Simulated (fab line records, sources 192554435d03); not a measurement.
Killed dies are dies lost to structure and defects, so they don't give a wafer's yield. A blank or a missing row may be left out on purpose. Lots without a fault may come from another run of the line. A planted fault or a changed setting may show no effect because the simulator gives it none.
One fault seen from 2 desks | flow n5_finfet | each desk has only its own numbers; what lay behind them comes last

THE TOOL OWNER'S DESK: litho_track-05
The tool's own readings at N5_PMOS_HMC_CHANNEL_EPI_COAT_31 (time 60 s, resist thk 66 nm): means of the sampled wafers that have a number, for each lot that ran on this tool. A lot is out of limits, marked OUT, if its mean lies more than 4 standard deviations from the usual mean; the brackets give that distance.
Columns: A = heater_power_total_W at N5_PMOS_HMC_CHANNEL_EPI_COAT_31, usual 391.7 W; B = plate_temp_C at N5_PMOS_HMC_CHANNEL_EPI_COAT_31, usual 204.97 C; C = resist_line_temp_C at N5_PMOS_HMC_CHANNEL_EPI_COAT_31, usual 23.00 C
lot  | first seen here | A               | B                | C
L655 | day 1 22:58     | 392.9           | 204.84           | 23.09
L656 | day 2 08:14     | 391.4           | 205.05           | 23.04
L664 | day 4 05:26     | 391.5           | 204.73           | 23.02
L667 | day 4 23:42     | 391.8           | 204.87           | 23.14
L672 | day 6 05:38     | 422.3 (+24) OUT | 217.72 (+75) OUT | 22.90
L673 | day 6 13:38     | 422.3 (+24) OUT | 217.57 (+74) OUT | 22.91
This desk's finding: out of limits on L672, L673; first on L672, day 6 05:38 (heater_power_total_W at N5_PMOS_HMC_CHANNEL_EPI_COAT_31). In limits: L655, L656, L664, L667.

THE METROLOGY DESK
What the gauges read, lot by lot, whatever tool the lot ran on: means of the sampled wafers that have a number. A lot is out of limits, marked OUT, if its mean lies more than 4 standard deviations from the usual mean; the brackets give that distance. Of its 11 readings 7 are shown: those that lie furthest out on some lot.
Columns: A = PWELL_OVL at N5_WELL_APT_OVL_MEAS_26, usual 0 nm; B = DIBL_N at N5_BEOL_M4_RC_MEAS_101, usual 36.0 mV/V; C = DIBL_P at N5_BEOL_M4_RC_MEAS_101, usual 35.8 mV/V; D = IOFF_N at N5_BEOL_M4_RC_MEAS_101, usual 0.15 nA/um; E = IOFF_P at N5_BEOL_M4_RC_MEAS_101, usual 0.20 nA/um; F = ION_P at N5_BEOL_M4_RC_MEAS_101, usual 460 uA/um; G = VT_P at N5_BEOL_M4_RC_MEAS_101, usual -251 mV
lot  | first seen here | A   | B    | C    | D    | E    | F   | G
L655 | day 1 20:58     | -4  | 35.1 | 33.2 | 0.13 | 0.17 | 455 | -255
L656 | day 2 03:20     | -2  | 35.6 | 34.0 | 0.14 | 0.16 | 451 | -253
L662 | day 3 14:51     | -3  | 38.4 | 38.8 | 0.19 | 0.25 | 467 | -248
L664 | day 4 03:23     | 4   | 36.2 | 35.6 | 0.16 | 0.22 | 465 | -247
L667 | day 4 20:59     | 1   | 35.5 | 35.3 | 0.13 | 0.19 | 461 | -251
L672 | day 6 02:44     | 0   | 35.0 | 35.6 | 0.14 | 0.17 | 451 | -257
L673 | day 6 10:34     | 1   | 36.0 | 36.2 | 0.16 | 0.22 | 466 | -248
L674 | day 6 15:13     | -3  | 35.5 | 34.9 | 0.14 | 0.20 | 458 | -251
L675 | day 6 20:59     | -2  | 35.9 | 36.5 | 0.15 | 0.19 | 460 | -253
L676 | day 7 03:21     | -10 | 35.9 | 34.7 | 0.15 | 0.19 | 461 | -252
This desk's finding: nothing out of limits on any of the 10 lots.

PUT TOGETHER
The tool owner's desk could have raised an alarm at day 6 05:38, on L672, L673.
The metrology desk saw nothing out of limits.
The metrology desk has L672, L673 on record, within its limits.
Of the lots named, all ran N5_PMOS_HMC_CHANNEL_EPI_COAT_31 on litho_track-05.

WHAT THE SIMULATOR HAD PUT IN
Process parameter drift: litho_track-05, from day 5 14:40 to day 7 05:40, at N5_PMOS_HMC_CHANNEL_EPI_COAT_31. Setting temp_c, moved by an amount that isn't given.
Lots struck among those shown: L672, L673.
Hours from the fault's start to each desk's first reading out of limits: the tool owner's desk, 15.
